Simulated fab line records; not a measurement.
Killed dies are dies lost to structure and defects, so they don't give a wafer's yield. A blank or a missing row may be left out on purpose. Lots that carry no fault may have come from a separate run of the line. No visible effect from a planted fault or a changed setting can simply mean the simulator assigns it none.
What tool caused it?    flow n5-finfet    Sampling: 8 lots, 24 wafers, 5 of 1938 route steps

WHAT THE GAUGES READ, wafer by wafer
N5_BEOL_M4_RC_MEAS_101.
lot   measured      on         DIBL_N (mV/V)   DIBL_P (mV/V)   IOFF_N (nA/um)  IOFF_P (nA/um)  ION_N (uA/um)  ION_P (uA/um)  SS_N (mV/dec)   SS_P (mV/dec)   VT_N (mV)    VT_P (mV)
L578  day 10 19:42  prober-02  34.2 36.7 36.2  33.5 37.9 36.5  0.13 0.18 0.16  0.18 0.24 0.22  675 684 683    465 471 460    70.3 71.8 70.8  72.5 73.6 73.1  252 246 249  -250 -246 -250
L576  day 10 20:53  prober-02  37.0 36.6 34.1  39.5 38.0 35.2  0.18 0.17 0.13  0.26 0.23 0.19  667 674 660    465 460 463    72.0 71.6 71.6  74.1 74.1 72.9  252 248 254  -250 -251 -254
L579  day 11 00:42  prober-01  38.1 38.7 37.8  37.4 40.3 39.1  0.20 0.22 0.19  0.21 0.26 0.23  667 690 677    455 466 459    72.1 71.9 71.7  73.1 74.4 73.5  250 244 248  -252 -246 -252
L588  day 13 14:39  prober-01  36.3 32.1 32.0  34.9 30.5 30.6  0.13 0.09 0.09  0.19 0.14 0.14  659 651 647    452 450 452    71.5 69.7 69.8  73.4 72.0 71.9  252 258 259  -250 -256 -254
L589  day 13 16:46  prober-01  40.9 38.3 38.9  41.1 37.2 38.2  0.26 0.18 0.20  0.30 0.23 0.24  700 689 691    476 466 462    72.6 71.8 71.8  75.2 73.6 74.7  243 249 249  -247 -251 -249
L591  day 14 04:13  prober-01  36.3 36.5 39.1  35.8 36.5 39.1  0.16 0.16 0.21  0.18 0.19 0.23  681 684 696    460 460 462    71.5 71.9 71.9  72.7 73.1 73.3  248 253 245  -254 -252 -251
L590  day 14 10:02  prober-02  35.0 33.6 33.6  35.2 33.7 34.3  0.14 0.11 0.12  0.18 0.16 0.16  658 645 649    455 447 451    70.9 70.1 70.0  72.9 71.8 71.6  252 254 255  -250 -254 -253
L593  day 15 02:20  prober-02  37.0 37.4 35.2  38.6 39.4 37.4  0.19 0.20 0.17  0.23 0.23 0.21  689 696 681    460 470 468    71.7 72.3 71.6  74.1 73.4 73.8  247 247 250  -250 -251 -251

N5_BEOL_M12_INSPECT_30: inspects for defects (macro).
lot   measured      on                 raw-defect-count
L578  day 13 13:53  defect-inspect-02  3 2 1
L576  day 13 13:50  defect-inspect-01  2 2 2
L579  day 13 21:52  defect-inspect-02  0 2 3
L588  day 16 12:55  defect-inspect-01  2 2 2
L589  day 16 15:03  defect-inspect-01  1 0 2
L591  day 17 04:53  defect-inspect-02  2 2 1
L590  day 17 06:40  defect-inspect-01  2 5 3
L593  day 18 02:00  defect-inspect-02  1 3 3

N5_BEOL_M12_OCD_MEAS_35.
lot   measured      on      trench-depth-nm (nm)
L578  day 13 14:37  ocd-01  - - -
L576  day 13 14:36  ocd-02  - - -
L579  day 13 22:25  ocd-02  - - -
L588  day 16 13:28  ocd-01  317 322 321
L589  day 16 16:06  ocd-02  315 316 313
L591  day 17 05:51  ocd-01  318 316 323
L590  day 17 07:28  ocd-02  318 313 318
L593  day 18 03:01  ocd-02  327 316 320

TOOL THAT RAN EACH LOT (tool first, then ch and the chambers of the sampled wafers, then the start)
lot   N5_BEOL_M12_DESCUM_33               N5_BEOL_M12_ETCH_67
L578  rie-diel-03 ch 1,3, day 13 14:06    rie-diel-03 ch 1,3, day 13 14:08
L576  rie-diel-04 ch 1,3, day 13 14:05    rie-diel-04 ch 1,3, day 13 14:07
L579  rie-diel-06 ch 0,1,3, day 13 21:54  rie-diel-06 ch 0,1,3, day 13 21:56
L588  rie-diel-04 ch 2,3, day 16 12:57    rie-diel-04 ch 2,3, day 16 12:59
L589  rie-diel-06 ch 0,2, day 16 15:35    rie-diel-06 ch 0,2, day 16 15:37
L591  rie-diel-04 ch 0,3, day 17 05:20    rie-diel-04 ch 0,3, day 17 05:22
L590  rie-diel-06 ch 1,3, day 17 06:43    rie-diel-06 ch 1,3, day 17 06:46
L593  rie-diel-04 ch 1,2,3, day 18 02:30  rie-diel-04 ch 1,2,3, day 18 02:32
- N5_BEOL_M12_DESCUM_33: chemistry O2, time 7.9 s.
- N5_BEOL_M12_ETCH_67: etches SiARC in CF4, target depth 143 nm, time 238.3 s.

AS READ BY THE TOOLS THEMSELVES (means over the sampled wafers that have a number; for cases with no such wafer, the mark the record gives instead)
N5_BEOL_M12_DESCUM_33.
lot   tool         drypump-motor-current-A (A)  oes-product-au (a.u.)  rf-fwd-power-W (W)  rf-vpp-V (V)  showerhead-plenum-p-Torr (Torr)  throttle-valve-pct (%)
L578  rie-diel-03  6.0                          0.76                   49.68               243.2         2.05                             20.12
L576  rie-diel-04  5.8                          0.68                   49.23               241.8         2.04                             20.28
L579  rie-diel-06  5.4                          0.85                   49.33               243.7         2.18                             20.41
L588  rie-diel-04  6.1                          0.92                   49.09               242.4         2.05                             20.14
L589  rie-diel-06  5.3                          0.82                   49.14               243.7         2.12                             20.40
L591  rie-diel-04  5.5                          0.86                   49.08               242.0         2.04                             20.20
L590  rie-diel-06  5.3                          0.82                   49.45               244.8         2.19                             20.54
L593  rie-diel-04  6.1                          0.90                   49.47               243.2         2.10                             20.07

N5_BEOL_M12_ETCH_67.
lot   tool         bias-w (W)  cf4-flow-sccm (sccm)  drypump-motor-current-A (A)  etch-rf-on-time-s (s)  oes-product-au (a.u.)  rf-fwd-power-W (W)  rf-vpp-V (V)  showerhead-plenum-p-Torr (Torr)  throttle-valve-pct (%)
L578  rie-diel-03  -           -                     -                            -                      -                      -                   -             -                                -
L576  rie-diel-04  -           -                     -                            -                      -                      -                   -             -                                -
L579  rie-diel-06  -           -                     -                            -                      -                      -                   -             -                                -
L588  rie-diel-04  36.03       100.05                6.1                          239                    0.79                   542.5               183.1         2.11                             15.36
L589  rie-diel-06  36.03       100.39                5.3                          236                    0.71                   543.3               183.8         2.16                             15.55
L591  rie-diel-04  35.85       100.09                5.5                          238                    0.73                   541.9               183.6         2.09                             15.40
L590  rie-diel-06  36.16       100.12                5.2                          233                    0.71                   544.1               184.6         2.25                             15.81
L593  rie-diel-04  36.08       100.02                6.1                          238                    0.78                   544.8               184.5         2.16                             15.31

THE ANSWER, worked out from the rows above alone
Rule: usual is defined by the lots themselves. Put in order of their means at a reading, lots are off if they are a third of the lots or fewer, leave a main group of 4 or more, and stand apart from it by a gap of 3 or more times the standard deviation of the main group's means; of several such gaps the widest counts. A main group is skipped when, at the precision printed for the reading in the tables above, its means are all equal. Also off: a lot with no number at a reading for which 4 or more lots have one. Any other lot the step has rows for is counted as sound. After the gauges, taken in route order, come the tools' own readings; for these a lot's mean is taken, as printed above. The first step at which some lot is off is used, and at that step the reading that is off furthest; a lot without a number counts as furthest.
Off at N5_BEOL_M12_OCD_MEAS_35 (trench-depth-nm): L578, L576, L579. Without a number there: L578, L576, L579. Mean 318 nm and standard deviation 2.4 in the main group.
A tool fits if, at a process step before that reading, it ran every lot that is off, and no sound lot after the first of them. Not tried: the gauges at N5_BEOL_M12_OCD_MEAS_35; whatever is off there is also off at N5_BEOL_M12_ETCH_67, on other tools, and gauge error can't account for it. No candidate that was tried fits.

WHAT HAD BEEN PUT IN BY THE SIMULATOR
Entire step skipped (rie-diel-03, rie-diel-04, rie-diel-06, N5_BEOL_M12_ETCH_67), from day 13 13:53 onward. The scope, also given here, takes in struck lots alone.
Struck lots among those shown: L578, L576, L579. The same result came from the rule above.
